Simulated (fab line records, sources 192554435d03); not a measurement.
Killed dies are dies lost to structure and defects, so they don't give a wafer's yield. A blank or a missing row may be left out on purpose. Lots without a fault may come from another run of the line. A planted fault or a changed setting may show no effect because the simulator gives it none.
Chamber matching | flow n5_finfet | N5_BEOL_M0_SAQP_ALD_48 on ald_sin-02: 4 sister chambers
The step deposits SiO2, target thk 20 nm, pulse time 1 s, co reactant pulse time 1 s. 4 wafers are shown with their chamber, then 12 later ones without.

WAFERS WITH THEIR CHAMBER
wafer  | chamber | heater_power_outer_w (W)
L086.5 | 1       | 45
L086.6 | 2       | 42
L088.2 | 0       | 45
L088.5 | 3       | 32

WAFERS WITHOUT THEIR CHAMBER
wafer  | heater_power_outer_w (W)
L090.2 | 31
L090.3 | 42
L090.4 | 44
L091.1 | 31
L091.3 | 42
L091.6 | 44
L093.1 | 41
L093.3 | 32
L093.6 | 42
L095.2 | 45
L095.3 | 31
L095.6 | 42

WHICH CHAMBER EACH WENT THROUGH
wafer  | from the rows above          | in truth
L090.2 | 3                            | 3
L090.3 | 2                            | 2
L090.4 | can't be placed: 0 or 1 or 2 | 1
L091.1 | 3                            | 3
L091.3 | 2                            | 2
L091.6 | can't be placed: 0 or 1 or 2 | 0
L093.1 | 2                            | 2
L093.3 | 3                            | 3
L093.6 | 2                            | 2
L095.2 | can't be placed: 0 or 1      | 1
L095.3 | 3                            | 3
L095.6 | 2                            | 2
Placed correctly: 9 of 12. Can't be placed from these rows: 3 (the true chamber is among the candidates in 3). Placed wrongly: 0.
How it was worked out, from the rows above alone: a wafer's distance from a chamber is the root of the sum, over the readings, of the square of ((its reading less the chamber's mean) divided by the reading's scatter). The wafer belongs to the nearest chamber; if the next one is less than 2 further off, it can't be placed. A chamber's mean is the mean of its shown wafers. The scatter: with one shown wafer a chamber, the root of the mean of the squares of how far each hidden wafer lies from its nearest shown one.
